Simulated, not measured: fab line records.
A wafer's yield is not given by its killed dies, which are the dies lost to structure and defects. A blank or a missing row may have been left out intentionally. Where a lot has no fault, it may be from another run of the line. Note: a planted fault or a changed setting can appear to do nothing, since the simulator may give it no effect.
Which of the tools did it? -- flow n5-finfet -- 36 wafers sampled from 12 lots at 1 step of a route of 1938

== WHAT EACH GAUGE READ, for each wafer ==
N5_BEOL_M7_CD_MEAS_18: pitch 80 nm, target cd 40 nm.
lot,measured,on,cd-nm (nm)
L075,day 9 07:43,cd-sem-01,40.3 40.0 40.2
L076,day 10 00:37,cd-sem-02,41.1 41.5 40.0
L079,day 10 08:32,cd-sem-03,41.6 40.0 41.0
L081,day 10 17:04,cd-sem-02,39.8 39.3 40.5
L083,day 11 05:24,cd-sem-02,40.5 40.2 40.9
L084,day 12 05:43,cd-sem-02,40.1 39.6 39.7
L088,day 12 11:34,cd-sem-02,40.6 41.0 40.7
L089,day 13 04:49,cd-sem-02,41.2 40.3 39.1
L092,day 13 14:52,cd-sem-02,40.2 39.5 40.6
L094,day 14 01:01,cd-sem-02,40.4 40.8 40.3
L096,day 14 14:17,cd-sem-02,40.3 39.9 39.8
L097,day 14 21:02,cd-sem-02,41.1 40.5 40.4

== TOOL THAT RAN EACH LOT (tool first, then ch and the chambers of the sampled wafers, then the start) ==
Record: no process step prior to these readings.

== THE ANSWER, worked out from the rows above alone ==
Rule: the lots themselves supply what counts as usual. Put in order of their means at a reading, lots are off if they are a third of the lots or fewer, leave a main group of 4 or more, and stand apart from it by a gap of 3 or more times the standard deviation of the main group's means; of several such gaps the widest counts. A main group whose means are all the same, to the digits that the tables above print for the reading, isn't used. A lot without any number at a reading at which 4 lots or more have one is off too. All remaining lots with rows at the step are treated as sound.
Across all readings shown, no lot is off: no conclusion can be drawn from this.

== WHAT HAD BEEN PUT IN BY THE SIMULATOR ==
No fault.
